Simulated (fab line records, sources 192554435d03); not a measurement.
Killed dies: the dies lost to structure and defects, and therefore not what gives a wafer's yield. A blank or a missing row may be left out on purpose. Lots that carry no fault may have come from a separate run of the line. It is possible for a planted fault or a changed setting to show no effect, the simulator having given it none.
Matching of chambers | flow n5_finfet | cvd_co-02 running N5_BEOL_M0_PRE_CLEAN_131: 3 sister chambers
The step time 15 s. 45 wafers are shown with their chamber, then 12 later ones without.

WAFERS, EACH WITH ITS CHAMBER
wafer  | chamber | heater_power_w (W)
L075.1 | 2       | 88
L075.2 | 0       | 85
L075.3 | 2       | 90
L075.4 | 0       | 84
L075.5 | 0       | 83
L075.6 | 2       | 89
L077.2 | 0       | 86
L077.3 | 2       | 89
L077.5 | 1       | 75
L080.1 | 1       | 75
L080.4 | 0       | 84
L080.5 | 1       | 76
L081.3 | 1       | 74
L081.5 | 1       | 74
L081.6 | 0       | 84
L082.1 | 0       | 83
L082.2 | 1       | 76
L082.5 | 0       | 82
L083.2 | 1       | 75
L083.3 | 0       | 84
L083.4 | 2       | 91
L084.1 | 2       | 87
L084.2 | 1       | 73
L084.3 | 0       | 85
L084.4 | 2       | 88
L084.5 | 1       | 74
L084.6 | 0       | 86
L085.1 | 1       | 75
L085.2 | 2       | 90
L085.3 | 0       | 84
L086.1 | 0       | 85
L086.2 | 2       | 88
L086.4 | 0       | 88
L087.1 | 1       | 73
L087.5 | 2       | 87
L087.6 | 1       | 75
L090.1 | 1       | 73
L090.3 | 0       | 84
L090.4 | 0       | 85
L092.1 | 1       | 77
L092.2 | 2       | 89
L092.3 | 0       | 86
L092.4 | 0       | 84
L092.5 | 2       | 91
L092.6 | 1       | 75

SIGNATURES, as means of the wafers listed above
reading        | chamber 0 | chamber 1 | chamber 2 | scatter within a chamber
heater_power_w | 84.56     | 74.67     | 88.92     | 1.32
Rule: a wafer's distance from a chamber is the root of the sum, over the readings, of the square of ((its reading less the chamber's mean) divided by the reading's scatter). The wafer belongs to the nearest chamber; if the next one is less than 2 further off, it can't be placed. The scatter: take each reading less its chamber's mean, square it, sum over the shown wafers, divide by the number of wafers less the number of chambers, and take the root.

WAFERS WITHOUT THEIR CHAMBER
wafer  | heater_power_w (W)
L093.2 | 76
L093.5 | 89
L093.6 | 87
L095.1 | 74
L095.2 | 86
L095.3 | 92
L095.4 | 75
L095.5 | 86
L095.6 | 92
L097.1 | 77
L097.2 | 87
L097.5 | 90

WHICH CHAMBER EACH WENT THROUGH
wafer  | from the rows above     | in truth
L093.2 | 1                       | 1
L093.5 | 2                       | 2
L093.6 | can't be placed: 2 or 0 | 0
L095.1 | 1                       | 1
L095.2 | can't be placed: 0 or 2 | 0
L095.3 | 2                       | 2
L095.4 | 1                       | 1
L095.5 | can't be placed: 0 or 2 | 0
L095.6 | 2                       | 2
L097.1 | 1                       | 1
L097.2 | can't be placed: 2 or 0 | 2
L097.5 | 2                       | 2
Placed correctly: 8 of 12. These rows do not allow placing 4 (true chamber among the candidates in 4). Placed wrongly: 0.
